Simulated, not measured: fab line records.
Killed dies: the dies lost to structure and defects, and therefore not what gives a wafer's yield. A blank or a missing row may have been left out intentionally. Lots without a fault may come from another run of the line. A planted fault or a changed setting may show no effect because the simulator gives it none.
Split-lot experiment ; flow n5 finfet ; route with 1938 steps; 7 lots, 33 wafers read

## SPLIT DETAILS
At N5_PASSIVATION_DEVELOP_09 (develop time 60 s), the setting develop time s was moved away from the recipe's 60 s on 11 of the 33 wafers read, by -55.5% to +58.2%. The other wafers ran this setting at the recipe's value.

## SPLIT TO READING: what lies between them in the file, 1 step
- N5_PASSIVATION_HARDBAKE_11: time 120 s

## THE READING
cd nm (nm) at N5_PASSIVATION_CD_MEAS_10, where the cd target is 3000 nm. Fault-free wafers of this fab line usually give 2998.7 nm, standard deviation 2.7 nm.

wafer;tool, chamber at the split;develop time s as run, s;against the recipe;cd nm, nm;against lot-mates on the recipe
L076.4;litho track-04, 0;60;recipe;2993.9;-
L076.5;litho track-04, 0;60;recipe;2995.8;-
L076.6;litho track-04, 0;94.94;+58.2%;3010.7;+15.8
L078.1;litho track-04, 0;60;recipe;2997.8;-
L078.2;litho track-04, 0;60;recipe;3001.7;-
L078.3;litho track-04, 0;60;recipe;2997.3;-
L083.1;litho track-04, 0;60;recipe;2995.5;-
L083.2;litho track-04, 0;73.34;+22.2%;3001.5;+4.4
L083.3;litho track-04, 0;60;recipe;2995.4;-
L083.4;litho track-04, 0;73.34;+22.2%;2999.8;+2.7
L083.5;litho track-04, 0;73.34;+22.2%;3001.1;+4.0
L083.6;litho track-04, 0;60;recipe;3000.5;-
L084.1;litho track-03, 0;26.7;-55.5%;2980.0;-19.9
L084.2;litho track-03, 0;60;recipe;3000.1;-
L084.3;litho track-03, 0;60;recipe;2997.7;-
L084.4;litho track-03, 0;26.7;-55.5%;2977.1;-22.8
L084.5;litho track-03, 0;26.7;-55.5%;2982.0;-17.9
L084.6;litho track-03, 0;60;recipe;3002.0;-
L085.1;litho track-04, 0;81.01;+35.0%;3003.7;+3.4
L085.4;litho track-04, 0;60;recipe;2998.7;-
L085.5;litho track-04, 0;60;recipe;3001.9;-
L093.1;litho track-04, 0;60;recipe;2998.6;-
L093.2;litho track-04, 0;27.61;-54.0%;2977.1;-20.2
L093.3;litho track-04, 0;27.61;-54.0%;2977.7;-19.6
L093.4;litho track-04, 0;60;recipe;2995.9;-
L093.5;litho track-04, 0;27.61;-54.0%;2981.4;-15.9
L093.6;litho track-04, 0;60;recipe;2997.3;-
L094.1;litho track-04, 0;60;recipe;2996.2;-
L094.2;litho track-04, 0;60;recipe;2997.1;-
L094.3;litho track-04, 0;60;recipe;3002.0;-
L094.4;litho track-04, 0;60;recipe;2998.7;-
L094.5;litho track-04, 0;60;recipe;2999.7;-
L094.6;litho track-04, 0;60;recipe;2997.4;-

THE FIT
A straight line over all 33 wafers: cd nm changes by +0.296 nm for each +1% of develop time s; r = +0.94; the points scatter about the line by 2.8 nm.
The same after taking each lot's own level away (the mean of its wafers on the recipe; 33 wafers): +0.311 nm for each +1%; r = +0.96; scatter 2.5 nm.
That fit puts the effect of the largest move of develop time s on the reading at 18 nm.
From 2994.85 to 3000.30 nm: that is the span of the lots' own levels, equal to 2.0 times the standard deviation above.
The two slopes are in agreement: the lot-to-lot level therefore moves the slope only a little.
Check: +17.4 nm against its lot-mates is what the line predicts for one of the wafers moved furthest among these (+58.2%) when that wafer is left out of the fit. Against them it came out at +15.8 nm.

## FURTHER SPLITS ON THESE WAFERS
These wafers also went through other splits before the reading. Each is held against what the fit with the lots' levels taken away leaves over:
other split on the same wafers;wafers away from the commonest value;r with cd nm (lot level and that fit taken away)
N5_BEOL_M9_ETCH_62 time s;9;-0.08
N5_BEOL_M12_DEP_53 target thk a;8;+0.12

## THE WHOLE CHAIN: every reading that the file lists as answering this split, in the file's order
step;what it does;reading;change (the file's fit);r (the file's)
N5_PASSIVATION_CD_MEAS_10;target cd 3000 nm;cd nm;+0.312 nm for each +1% of the setting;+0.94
N5_PASSIVATION_DESCUM_12;chemistry O2, time 7.9 s;TV_LITHO.cd nm (the simulator's own value, which no gauge read);+0.288 nm for each +1% of the setting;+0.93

## THE FILE'S OWN FIT
cd nm changes by +0.312 nm for each +1% of develop time s, r = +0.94.
